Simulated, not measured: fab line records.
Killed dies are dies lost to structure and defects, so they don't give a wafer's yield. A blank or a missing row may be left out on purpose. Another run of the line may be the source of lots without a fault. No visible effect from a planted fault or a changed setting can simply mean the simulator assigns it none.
Which tool was responsible? ; flow nand harc ; 24 lots with 72 wafers sampled at 6 steps, on a route of 1302 steps

## WHAT THE GAUGES READ, wafer by wafer
NHARC_A_BONDPAD_THK_MEAS_20: measures by xrf.
lot;measured;on;thk nm (nm)
L075;day 23 06:02;film metro-02;168.2 167.2 170.3
L074;day 23 12:26;film metro-02;168.5 171.6 167.7
L076;day 23 20:38;film metro-02;166.9 172.4 167.3
L078;day 24 10:13;film metro-01;169.5 167.9 167.3
L077;day 24 12:25;film metro-01;170.5 171.1 171.6
L080;day 25 06:49;film metro-02;169.0 169.6 169.4
L079;day 25 07:56;film metro-01;169.7 168.5 169.1
L081;day 25 17:55;film metro-01;169.0 170.8 172.3
L082;day 26 20:23;film metro-01;170.5 171.7 169.5
L083;day 27 09:29;film metro-02;168.9 171.0 170.7
L084;day 27 13:23;film metro-02;170.6 171.0 167.7
L086;day 27 15:21;film metro-02;170.1 169.1 170.6
L085;day 28 00:48;film metro-02;168.5 168.3 168.9
L088;day 28 20:45;film metro-01;171.2 170.2 171.5
L087;day 28 22:41;film metro-01;167.0 168.2 171.5
L089;day 29 02:39;film metro-01;171.1 170.1 170.0
L090;day 29 14:16;film metro-02;169.2 171.2 167.6
L091;day 29 22:35;film metro-02;170.4 169.3 169.9
L094;day 30 22:36;film metro-01;169.0 169.3 167.6
L092;day 31 02:47;film metro-01;169.4 168.3 168.3
L093;day 31 06:18;film metro-01;170.6 166.3 166.8
L096;day 31 19:13;film metro-01;168.4 167.7 167.4
L095;day 31 22:11;film metro-01;167.1 170.6 168.2
L097;day 33 05:23;film metro-02;170.3 169.7 168.8

NHARC_A_BONDPAD_INSPECT_23.
lot;measured;on;raw defect count
L075;day 23 06:18;defect inspect-01;548 669 463
L074;day 23 12:42;defect inspect-02;584 546 445
L076;day 23 20:50;defect inspect-01;369 409 465
L078;day 24 10:26;defect inspect-02;583 884 538
L077;day 24 12:37;defect inspect-01;410 574 482
L080;day 25 07:03;defect inspect-01;503 501 435
L079;day 25 08:08;defect inspect-02;539 617 458
L081;day 25 18:08;defect inspect-01;694 588 703
L082;day 26 20:35;defect inspect-02;764 472 681
L083;day 27 09:41;defect inspect-02;465 455 563
L084;day 27 13:36;defect inspect-01;572 444 512
L086;day 27 15:33;defect inspect-02;381 442 604
L085;day 28 01:02;defect inspect-01;561 497 495
L088;day 28 20:59;defect inspect-02;398 396 644
L087;day 28 22:55;defect inspect-02;513 515 414
L089;day 29 02:53;defect inspect-01;764 573 502
L090;day 29 14:31;defect inspect-02;633 584 469
L091;day 29 22:47;defect inspect-01;447 508 589
L094;day 30 22:49;defect inspect-01;470 454 808
L092;day 31 02:59;defect inspect-02;584 554 609
L093;day 31 06:32;defect inspect-01;439 506 543
L096;day 31 19:26;defect inspect-01;507 737 752
L095;day 31 22:26;defect inspect-01;470 450 528
L097;day 33 05:35;defect inspect-02;530 501 492

## TOOL THAT RAN EACH LOT (tool first, then ch and the chambers of the sampled wafers, then the start)
lot;NHARC_A_CONTACT_ETCH_137;NHARC_A_CONTACT_ETCH_139;NHARC_A_M0_PVD_20;NHARC_A_M1_ANNEAL_31
L075;har cap etch-03 ch 0,1, day 22 10:22;har cap etch-03 ch 0,1, day 22 10:54;pvd sputter-01, day 23 00:43 or earlier;rtp anneal-01 ch 0, day 23 00:43
L074;har cap etch-02 ch 0,1, day 22 16:06;har cap etch-02 ch 0,1, day 22 16:38;pvd sputter-02, day 23 06:59 or earlier;rtp anneal-01 ch 0, day 23 06:59
L076;har cap etch-01 ch 0,1, day 23 00:26;har cap etch-01 ch 0,1, day 23 00:58;pvd sputter-02, day 23 15:19 or earlier;rtp anneal-02 ch 0, day 23 15:19
L078;har cap etch-03 ch 0,1, day 23 14:42;har cap etch-03 ch 0,1, day 23 15:14;pvd sputter-01, day 24 05:10 or earlier;rtp anneal-01 ch 0, day 24 05:10
L077;har cap etch-03 ch 0,1, day 23 16:27;har cap etch-03 ch 0,1, day 23 17:00;pvd sputter-01, day 24 07:02 or earlier;rtp anneal-01 ch 0, day 24 07:02
L080;har cap etch-01 ch 0,1, day 24 11:03;har cap etch-01 ch 0,1, day 24 11:35;pvd sputter-03, day 25 01:37 or earlier;rtp anneal-01 ch 0, day 25 01:37
L079;har cap etch-03 ch 0,1, day 24 11:16;har cap etch-03 ch 0,1, day 24 11:49;pvd sputter-02, day 25 02:41 or earlier;rtp anneal-02 ch 0, day 25 02:41
L081;har cap etch-01 ch 0,1, day 24 22:12;har cap etch-01 ch 0,1, day 24 22:44;pvd sputter-03, day 25 12:36 or earlier;rtp anneal-01 ch 0, day 25 12:36
L082;har cap etch-01 ch 0,1, day 26 00:53;har cap etch-01 ch 0,1, day 26 01:25;pvd sputter-02, day 26 14:56 or earlier;rtp anneal-01 ch 0, day 26 14:56
L083;har cap etch-02 ch 0,1, day 26 13:44;har cap etch-02 ch 0,1, day 26 14:17;pvd sputter-03, day 27 04:14 or earlier;rtp anneal-02 ch 0, day 27 04:14
L084;har cap etch-01 ch 0,1, day 26 16:24;har cap etch-01 ch 0,1, day 26 16:57;pvd sputter-01, day 27 07:34 or earlier;rtp anneal-01 ch 0, day 27 07:34
L086;har cap etch-03 ch 0,1, day 26 19:13;har cap etch-03 ch 0,1, day 26 19:46;pvd sputter-02, day 27 09:52 or earlier;rtp anneal-01 ch 0, day 27 09:52
L085;har cap etch-02 ch 0,1, day 27 05:05;har cap etch-02 ch 0,1, day 27 05:38;pvd sputter-01, day 27 19:28 or earlier;rtp anneal-02 ch 0, day 27 19:28
L088;har cap etch-03 ch 0,1, day 28 01:16;har cap etch-03 ch 0,1, day 28 01:49;pvd sputter-01, day 28 15:25 or earlier;rtp anneal-01 ch 0, day 28 15:25
L087;har cap etch-01 ch 0,1, day 28 03:11;har cap etch-01 ch 0,1, day 28 03:44;pvd sputter-02, day 28 17:24 or earlier;rtp anneal-02 ch 0, day 28 17:24
L089;har cap etch-02 ch 0,1, day 28 06:49;har cap etch-02 ch 0,1, day 28 07:22;pvd sputter-03, day 28 21:23 or earlier;rtp anneal-01 ch 0, day 28 21:23
L090;har cap etch-03 ch 0, day 28 18:37;har cap etch-03 ch 0, day 28 19:10;pvd sputter-01, day 29 08:53 or earlier;rtp anneal-01 ch 0, day 29 08:53
L091;har cap etch-01 ch 0,1, day 29 02:57;har cap etch-01 ch 0,1, day 29 03:30;pvd sputter-03, day 29 17:19 or earlier;rtp anneal-01 ch 0, day 29 17:19
L094;har cap etch-02 ch 0,1, day 30 03:11;har cap etch-02 ch 0,1, day 30 03:44;pvd sputter-01, day 30 17:25 or earlier;rtp anneal-02 ch 0, day 30 17:25
L092;har cap etch-02 ch 0,1, day 30 06:37;har cap etch-02 ch 0,1, day 30 07:10;pvd sputter-01, day 30 21:05 or earlier;rtp anneal-02 ch 0, day 30 21:05
L093;har cap etch-03 ch 0,1, day 30 10:26;har cap etch-03 ch 0,1, day 30 10:58;pvd sputter-01, day 31 01:02 or earlier;rtp anneal-01 ch 0, day 31 01:02
L096;har cap etch-03 ch 0,1, day 30 23:19;har cap etch-03 ch 0,1, day 30 23:52;pvd sputter-01, day 31 13:59 or earlier;rtp anneal-02 ch 0, day 31 13:59
L095;har cap etch-02 ch 0,1, day 31 02:16;har cap etch-02 ch 0,1, day 31 02:53;pvd sputter-01, day 31 16:59 or earlier;rtp anneal-01 ch 0, day 31 16:59
L097;har cap etch-03 ch 0,1, day 32 09:45;har cap etch-03 ch 0,1, day 32 10:18;pvd sputter-03, day 33 00:14 or earlier;rtp anneal-02 ch 0, day 33 00:14
- NHARC_A_CONTACT_ETCH_137: etches the open film in C4F8/O2/Ar, time 311 s, target depth 1912 nm.
- NHARC_A_CONTACT_ETCH_139: etches the open film in C4F8/O2/Ar, time 195 s, target depth 840 nm.
- NHARC_A_M0_PVD_20: deposits TaN, target thk 5 nm, time 8.06 s.
- NHARC_A_M1_ANNEAL_31: time 90 s.

## AS READ BY THE TOOLS THEMSELVES (means over the sampled wafers that have a number; for cases with no such wafer, the mark the record gives instead)
NHARC_A_M0_PVD_20.
lot;tool;substrate temp c (C);throttle valve pct (%)
L075;pvd sputter-01;50.02;29.4
L074;pvd sputter-02;50.01;29.3
L076;pvd sputter-02;49.90;29.6
L078;pvd sputter-01;49.92;28.5
L077;pvd sputter-01;50.05;28.4
L080;pvd sputter-03;50.01;30.4
L079;pvd sputter-02;49.86;28.7
L081;pvd sputter-03;49.97;29.8
L082;pvd sputter-02;50.04;29.1
L083;pvd sputter-03;49.95;30.1
L084;pvd sputter-01;49.93;29.0
L086;pvd sputter-02;49.93;29.1
L085;pvd sputter-01;50.04;29.3
L088;pvd sputter-01;50.00;28.2
L087;pvd sputter-02;49.96;29.0
L089;pvd sputter-03;50.10;29.7
L090;pvd sputter-01;49.99;28.4
L091;pvd sputter-03;50.08;30.2
L094;pvd sputter-01;50.01;28.3
L092;pvd sputter-01;50.01;29.2
L093;pvd sputter-01;49.98;29.0
L096;pvd sputter-01;50.03;30.0
L095;pvd sputter-01;50.02;29.7
L097;pvd sputter-03;49.87;29.6

NHARC_A_M1_ANNEAL_31.
lot;tool;wafer_temp_C_max
L075;rtp anneal-01;226.3
L074;rtp anneal-01;226.2
L076;rtp anneal-02;225.9
L078;rtp anneal-01;226.3
L077;rtp anneal-01;226.3
L080;rtp anneal-01;226.4
L079;rtp anneal-02;225.9
L081;rtp anneal-01;225.9
L082;rtp anneal-01;226.3
L083;rtp anneal-02;225.9
L084;rtp anneal-01;226.1
L086;rtp anneal-01;226.3
L085;rtp anneal-02;225.6
L088;rtp anneal-01;226.1
L087;rtp anneal-02;226.0
L089;rtp anneal-01;226.5
L090;rtp anneal-01;226.3
L091;rtp anneal-01;226.0
L094;rtp anneal-02;226.0
L092;rtp anneal-02;226.1
L093;rtp anneal-01;226.2
L096;rtp anneal-02;225.8
L095;rtp anneal-01;226.2
L097;rtp anneal-02;225.5

## THE ANSWER, worked out from the rows above alone
Rule: the lots themselves supply what counts as usual. The widest of any qualifying gaps counts: lots, ordered by their means at a reading, are off when they make up no more than a third of the lots, leave a main group of 4 or more, and stand apart from it by 3 or more times the standard deviation of that group's means. A main group whose means are all the same, to the digits that the tables above print for the reading, isn't used. Also off: a lot with no number at a reading for which 4 or more lots have one. All remaining lots with rows at the step are treated as sound. Order of review: gauges by route order, followed by the tools' own readings, for which a lot's mean as printed above is used. The first step at which some lot is off is used, and at that step the reading that is off furthest; a lot without a number counts as furthest.
No lot is off on any of the readings shown, so nothing can be concluded from this.

## WHAT HAD BEEN PUT IN BY THE SIMULATOR
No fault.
